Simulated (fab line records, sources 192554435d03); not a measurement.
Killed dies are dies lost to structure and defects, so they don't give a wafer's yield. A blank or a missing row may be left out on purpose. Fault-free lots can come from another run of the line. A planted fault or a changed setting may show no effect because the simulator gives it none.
fab line records	flow n5Finfet
[record] lots = 11	wafers = 33	lastDay = 17
route steps=1938 shown BEOL_M4@1097 PASSIVATION@1936
lots untouched by any fault: they come from a run of this same line in which no faults occurred
startH: hours from the record's first day to the start of the lot's first wafer shown	waitH: hours elapsed since this lot's preceding step	" identical to the entry in the row above	L1.1+2: a single row standing in for several wafers	- no value, or no start was given	* or withheld: withheld	< > ~ a bound
route shown NAME@n: NAME is a module with steps in the file, n the number in the route of the first one	usual: average and standard deviation across the fault-free wafers	same: alike in all rows	chamber/n: place in a boat	sites: per-site readings	_std_site: the standard deviation of these	_edge_site: inner sites' mean taken away from outer sites' mean	radiusMm: how far each site lies from the wafer's centre	mask NAME#n: copy n	behind: tool/chamber where the wafer was last shaped	hold: reason for holding the lot/hours on hold/outcome of the hold	device: which transistor (n, p or np) failed to switch	end of line: the same wafers' tests at the end of the route	where a step has no rows: the recipe by itself	killed: count of dies lost to structure and defects at first sort (not the wafer's yield)	map: per-die view of a wafer (x killed, . not killed, _ where there is no die)
set.NAME: setting as actually run; set.NAME@STEP: the setting as run at that earlier step	model.NAME: the simulator's own value behind a step, which no gauge read
one table for each step of the route and one row for each wafer, over a sample of lots
services: the hour from which a tool's chamber was out of use, counted from the record's first day as startH (under 0 if before that day), plus the number of hours and why
[[steps]]
[step N5_BEOL_M4_ANNEAL_93]
[recipe] tempC = 400	timeS = 240	ambient = vacuum
[usual] heaterPowerW = 814/78
lot.wafer	tool	chamber	startH	waitH	heaterPowerW
L676.3	pvdSputter-02	-	175.94	0.0	739
L676.5	"	-	"	"	724
L676.6	"	-	"	"	909
L673.1	pvdSputter-01	-	176.28	0.0	762
L673.2	"	-	"	"	817
L673.3	"	-	"	"	849
L677.2	pvdSputter-01	-	193.49	0.0	761
L677.3	"	-	"	"	810
L677.4	"	-	"	"	820
L678.1	pvdSputter-03	-	197.86	0.0	780
L678.3	"	-	"	"	1014
L678.4	"	-	"	"	758
L680.2	pvdSputter-01	-	207.44	0.0	789
L680.5	"	-	"	"	839
L680.6	"	-	"	"	829
L684.3	pvdSputter-01	-	242.15	0.0	867
L684.5	"	-	"	"	834
L684.6	"	-	"	"	841
L686.1	pvdSputter-03	-	253.52	0.0	786
L686.3	"	-	"	"	763
L686.6	"	-	"	"	763
L691.2	pvdSputter-02	-	272.80	0.0	910
L691.3	"	-	"	"	803
L691.4	"	-	"	"	727
L690.2	pvdSputter-03	-	280.48	0.0	1026
L690.3	"	-	"	"	761
L690.5	"	-	"	"	781
L695.3	pvdSputter-03	-	303.64	0.0	1017
L695.5	"	-	"	"	762
L695.6	"	-	"	"	774
L696.1	pvdSputter-02	-	315.56	0.0	906
L696.3	"	-	"	"	785
L696.5	"	-	"	"	733
[step N5_BEOL_M4_SPUTTER_94]
[recipe] material = Cu	targetThkA = 45	tempC = -20	chamberPressurePa = 0.07	powerW = withheld	timeS = 8.29
[usual] throttleValvePct = 29.8/1.1
lot.wafer	tool	chamber	startH	waitH	throttleValvePct
L676.3	pvdSputter-02	-	176.08	0.1	30.1
L676.5	"	-	"	"	30.3
L676.6	"	-	"	"	29.4
L673.1	pvdSputter-01	-	176.42	0.1	29.1
L673.2	"	-	"	"	30.6
L673.3	"	-	"	"	28.5
L677.2	pvdSputter-01	-	193.63	0.1	29.2
L677.3	"	-	"	"	30.9
L677.4	"	-	"	"	28.5
L678.1	pvdSputter-03	-	198.00	0.1	31.3
L678.3	"	-	"	"	29.8
L678.4	"	-	"	"	31.7
L680.2	pvdSputter-01	-	207.58	0.1	29.1
L680.5	"	-	"	"	30.6
L680.6	"	-	"	"	28.4
L684.3	pvdSputter-01	-	242.29	0.1	28.6
L684.5	"	-	"	"	28.7
L684.6	"	-	"	"	30.8
L686.1	pvdSputter-03	-	253.66	0.1	28.2
L686.3	"	-	"	"	31.5
L686.6	"	-	"	"	31.7
L691.2	pvdSputter-02	-	272.94	0.1	29.5
L691.3	"	-	"	"	30.5
L691.4	"	-	"	"	30.0
L690.2	pvdSputter-03	-	280.62	0.1	29.5
L690.3	"	-	"	"	27.9
L690.5	"	-	"	"	28.1
L695.3	pvdSputter-03	-	303.78	0.1	29.4
L695.5	"	-	"	"	31.4
L695.6	"	-	"	"	31.6
L696.1	pvdSputter-02	-	315.70	0.1	29.4
L696.3	"	-	"	"	30.8
L696.5	"	-	"	"	29.1
[step N5_BEOL_M4_ANNEAL_95]
[recipe] tempC = 400	timeS = 240	ambient = vacuum
[usual] heaterPowerW = 816/78
lot.wafer	tool	chamber	startH	waitH	heaterPowerW
L676.3	pvdSputter-02	-	176.16	0.0	737
L676.5	"	-	"	"	754
L676.6	"	-	"	"	928
L673.1	pvdSputter-01	-	176.50	0.0	780
L673.2	"	-	"	"	836
L673.3	"	-	"	"	850
L677.2	pvdSputter-01	-	193.71	0.0	776
L677.3	"	-	"	"	830
L677.4	"	-	"	"	830
L678.1	pvdSputter-03	-	198.08	0.0	778
L678.3	"	-	"	"	1034
L678.4	"	-	"	"	771
L680.2	pvdSputter-01	-	207.66	0.0	776
L680.5	"	-	"	"	834
L680.6	"	-	"	"	808
L684.3	pvdSputter-01	-	242.37	0.0	844
L684.5	"	-	"	"	824
L684.6	"	-	"	"	855
L686.1	pvdSputter-03	-	253.74	0.0	760
L686.3	"	-	"	"	781
L686.6	"	-	"	"	772
L691.2	pvdSputter-02	-	273.02	0.0	921
L691.3	"	-	"	"	808
L691.4	"	-	"	"	731
L690.2	pvdSputter-03	-	280.70	0.0	1042
L690.3	"	-	"	"	779
L690.5	"	-	"	"	747
L695.3	pvdSputter-03	-	303.86	0.0	1009
L695.5	"	-	"	"	798
L695.6	"	-	"	"	757
L696.1	pvdSputter-02	-	315.78	0.0	911
L696.3	"	-	"	"	820
L696.5	"	-	"	"	724
[step N5_BEOL_M4_INSPECT_59]
[recipe] inspectInstrument = darkfield	mode = postDep
[usual] rawDefectCount = 77/24
lot.wafer	tool	chamber	startH	waitH	rawDefectCount
L676.3	defectInspect-02	-	177.39	0.0	53
L676.5	"	-	"	"	38
L676.6	"	-	"	"	76
L673.1	defectInspect-02	-	178.07	0.0	134
L673.2	"	-	"	"	91
L673.3	"	-	"	"	116
L677.2	defectInspect-01	-	195.25	0.0	78
L677.3	"	-	"	"	67
L677.4	"	-	"	"	112
L678.1	defectInspect-01	-	200.80	0.0	41
L678.3	"	-	"	"	98
L678.4	"	-	"	"	96
L680.2	defectInspect-01	-	208.93	0.0	48
L680.5	"	-	"	"	39
L680.6	"	-	"	"	39
L684.3	defectInspect-01	-	243.58	0.0	66
L684.5	"	-	"	"	62
L684.6	"	-	"	"	56
L686.1	defectInspect-02	-	254.99	0.0	83
L686.3	"	-	"	"	43
L686.6	"	-	"	"	70
L691.2	defectInspect-01	-	274.37	0.0	67
L691.3	"	-	"	"	94
L691.4	"	-	"	"	84
L690.2	defectInspect-01	-	281.92	0.0	67
L690.3	"	-	"	"	70
L690.5	"	-	"	"	72
L695.3	defectInspect-02	-	305.08	0.0	66
L695.5	"	-	"	"	62
L695.6	"	-	"	"	89
L696.1	defectInspect-02	-	317.09	0.0	53
L696.3	"	-	"	"	58
L696.5	"	-	"	"	70
[step N5_BEOL_M4_RC_MEAS_101]
[usual] DIBL_N = 36.0/1.7	DIBL_P = 35.8/2	IOFF_N = 0.15/0.03	IOFF_P = 0.20/0.037	ION_N = 670/12	ION_P = 460/7.2	SS_N = 71.5/0.68	SS_P = 73.2/0.65	VT_N = 250/3.1	VT_P = -251/3.4
lot.wafer	tool	chamber	startH	waitH	DIBL_N[mV/V]	DIBL_P[mV/V]	IOFF_N[nA/um]	IOFF_P[nA/um]	ION_N[uA/um]	ION_P[uA/um]	SS_N[mV/dec]	SS_P[mV/dec]	VT_N[mV]	VT_P[mV]
L676.3	prober-02	0	177.73	0.3	38.8	39.1	0.20	0.28	671	463	72.0	74.1	246	-244
L676.5	"	0	"	"	37.2	37.0	0.16	0.22	664	459	71.6	72.7	249	-247
L676.6	"	0	"	"	36.9	35.8	0.14	0.21	667	460	72.1	73.2	250	-250
L673.1	prober-01	0	178.10	0.0	36.0	37.1	0.17	0.24	684	471	71.4	73.4	249	-247
L673.2	"	0	"	"	37.1	37.0	0.18	0.23	682	464	71.3	73.3	248	-248
L673.3	"	0	"	"	36.7	36.6	0.18	0.23	669	467	71.6	73.3	249	-247
L677.2	prober-01	0	195.43	0.2	39.0	38.2	0.22	0.31	669	465	72.4	75.0	244	-240
L677.3	"	0	"	"	39.3	38.9	0.23	0.33	663	463	72.1	74.9	244	-241
L677.4	"	0	"	"	34.0	32.5	0.12	0.20	657	464	70.2	72.8	250	-246
L678.1	prober-02	0	200.82	0.0	33.1	33.7	0.12	0.15	662	454	71.1	73.2	252	-255
L678.3	"	0	"	"	35.5	36.5	0.16	0.18	666	449	71.8	73.2	248	-254
L678.4	"	0	"	"	34.2	35.5	0.14	0.18	682	469	71.3	72.5	251	-255
L680.2	prober-01	0	209.11	0.2	34.9	35.9	0.15	0.19	701	474	71.4	72.7	247	-252
L680.5	"	0	"	"	35.2	36.1	0.14	0.19	695	482	72.0	74.1	251	-252
L680.6	"	0	"	"	36.6	37.7	0.18	0.22	710	486	72.7	73.5	247	-251
L684.3	prober-01	0	243.92	0.3	35.8	33.7	0.13	0.18	680	468	71.3	73.0	255	-252
L684.5	"	0	"	"	36.6	35.5	0.15	0.20	695	484	71.9	72.3	251	-251
L684.6	"	0	"	"	37.8	36.7	0.17	0.24	695	483	71.7	74.3	250	-248
L686.1	prober-01	0	255.01	0.0	36.2	35.7	0.14	0.19	658	453	71.2	72.7	252	-252
L686.3	"	0	"	"	35.2	35.6	0.14	0.20	684	470	71.1	73.4	250	-250
L686.6	"	0	"	"	35.0	34.7	0.12	0.18	655	460	70.1	72.7	254	-251
L691.2	prober-01	0	274.55	0.2	37.5	38.7	0.19	0.21	678	456	72.3	73.8	251	-252
L691.3	"	0	"	"	34.2	34.3	0.12	0.15	670	455	71.8	73.0	255	-259
L691.4	"	0	"	"	33.3	33.9	0.11	0.14	655	443	71.4	72.8	255	-259
L690.2	prober-02	0	282.10	0.2	34.7	33.5	0.13	0.19	671	460	71.4	72.2	252	-249
L690.3	"	0	"	"	36.5	35.0	0.15	0.22	647	448	72.0	72.6	251	-247
L690.5	"	0	"	"	36.4	35.7	0.15	0.22	658	456	71.8	72.8	251	-247
L695.3	prober-02	0	305.41	0.3	34.7	33.1	0.14	0.17	671	462	71.1	72.5	248	-253
L695.5	"	0	"	"	35.7	35.3	0.15	0.20	684	465	70.8	73.3	247	-252
L695.6	"	0	"	"	37.3	35.7	0.17	0.21	665	457	71.3	72.6	248	-250
L696.1	prober-02	0	317.11	0.0	36.1	37.4	0.16	0.21	685	467	71.8	73.0	251	-252
L696.3	"	0	"	"	32.9	33.9	0.12	0.17	672	457	70.4	72.3	252	-252
L696.5	"	0	"	"	36.1	37.3	0.16	0.20	681	460	71.1	73.9	249	-253
[step N5_PASSIVATION_PROBE_49]
[usual] defectLimitedYield = 91.4/1.5	killed_at_M0_to_M3 = 32/9.8	killed_at_M4_up = 15/5.6	killedAtContacts = 12/5.4	killedAtFrontEnd = 40/13	killedAtOther = 3.0/2.1	killedDies = 102/17	killedOpen = 67/13	killedShort = 32/7.1	sort_bin_5_function = 5.1/0.96	sort_bin_6_memory = 3.2/0.7	sortNPass = 1078/18	sortYieldPct = 91.3/1.5
[same] grossDies = 1180	killedAtBackSide = 0	sort_bin_4_leakage[%] = 0	sort_bin_8_speed[%] = 0
lot.wafer	tool	chamber	startH	waitH	defectLimitedYield[%]	killed_at_M0_to_M3	killed_at_M4_up	killedAtContacts	killedAtFrontEnd	killedAtOther	killedDies	killedOpen	killedShort	sort_bin_5_function[%]	sort_bin_6_memory[%]	sortNPass	sortYieldPct[%]
L680.6	prober-01	-	315.49	0.3	92.8	32	16	5	30	2	85	52	28	4.6	2.4	1095	92.8
L684.5	prober-02	-	352.60	0.2	92.6	26	15	11	32	3	87	54	30	4.8	2.3	1093	92.6
L684.6	prober-02	-	352.65	0.3	93.6	18	17	15	25	1	76	41	31	3.6	2.5	1104	93.6
L690.2	prober-02	-	393.88	0.1	93.8	22	8	3	37	3	73	44	29	3.3	2.7	1107	93.8
L690.3	prober-02	-	393.93	0.1	93.2	24	12	19	25	0	80	57	21	3.2	3.6	1100	93.2
L690.5	prober-02	-	394.03	0.2	93.0	35	11	17	19	1	83	47	33	4.1	3.0	1097	93.0
// killed by level:class
L680.6 BEOL_M2:geometricParticle:open=11 DUMMY_GATE:geometricParticle:open=8 BEOL_M0_SAQP:geometricParticle:short=5 BEOL_M0_SAQP:geometricParticle:open=5 BEOL_M1:geometricParticle:open=5 BEOL_M4:geometricParticle:open=5 DUMMY_GATE:geometricParticle:short=4 GATE_CUT:geometricParticle:short=3
L684.5 BEOL_M0_SAQP:geometricParticle:short=12 MOL_CONTACT_COAG:geometricParticle:open=8 STI_FIN_REVEAL:geometricParticle:open=7 GATE_CUT:geometricParticle:open=7 GATE_CUT:geometricParticle:short=6 STARTING-WAFER:geometricParticle:open=5 BEOL_M0_SAQP:geometricParticle:open=4 BEOL_M8:geometricParticle:open=3
L684.6 MOL_CONTACT_COAG:geometricParticle:open=11 GATE_CUT:geometricParticle:short=7 FIN_SAQP:geometricParticle:short=5 BEOL_M1:geometricParticle:open=5 BEOL_M0_SAQP:geometricParticle:short=5 MOL_CONTACT_COAG:geometricParticle:short=4 BEOL_M4:geometricParticle:open=4 BEOL_M5:geometricParticle:open=4
L690.2 FIN_SAQP:geometricParticle:short=6 BEOL_M2:geometricParticle:open=5 STI_FIN_REVEAL:geometricParticle:open=4 DUMMY_GATE:geometricParticle:open=4 ILD0:geometricParticle:short=4 GATE_CUT:geometricParticle:short=4 BEOL_M0_SAQP:geometricParticle:short=4 BEOL_M2:geometricParticle:short=4
L690.3 MOL_CONTACT_COAG:geometricParticle:open=15 FIN_SAQP:geometricParticle:open=7 BEOL_M2:geometricParticle:open=6 STI_FIN_REVEAL:geometricParticle:open=5 BEOL_M0_SAQP:geometricParticle:open=5 MOL_CONTACT_COAG:geometricParticle:short=4 BEOL_M0_SAQP:geometricParticle:short=4 BEOL_M3:geometricParticle:open=4
L690.5 MOL_CONTACT_COAG:geometricParticle:open=10 BEOL_M2:geometricParticle:open=9 BEOL_M1:geometricParticle:open=7 MOL_CONTACT_COAG:geometricParticle:short=7 BEOL_M3:geometricParticle:open=5 BEOL_M0:geometricParticle:open=4 BEOL_M1:geometricParticle:short=4 STARTING-WAFER:geometricParticle:open=4
[[services]]
tool	chamber	startH	hours	kind
pvdSputter-02	-	200.34	4.0	repair
[[key]]
[firstSign] step = N5_BEOL_M4_RC_MEAS_101	reading = ION_P	direction = up	sigmas = 2.8	usual = 460	struck = 480
[effect] step = N5_BEOL_M4_RC_MEAS_101	reading = ION_N	direction = up	sigmas = 2.1	usual = 670	struck = 696
metAt N5_BEOL_M4_SPUTTER_94
struckLots L680,L684
notActingAt N5_BEOL_M4_ANNEAL_93,N5_BEOL_M4_ANNEAL_95,N5_BEOL_M4_INSPECT_59
onsetBetween 193.63 207.58
[earlierFault] kind = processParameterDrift	tool = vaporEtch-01	chamber = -	onsetH = 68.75	steps = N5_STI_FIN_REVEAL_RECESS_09	channel = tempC	offset = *	shape = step	actsIn = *	stated = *
[fault] kind = processParameterDrift	tool = pvdSputter-01	chamber = -	onsetH = 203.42	steps = N5_BEOL_M4_SPUTTER_94	channel = timeS	offset = *	shape = step	actsIn = *	stated = *
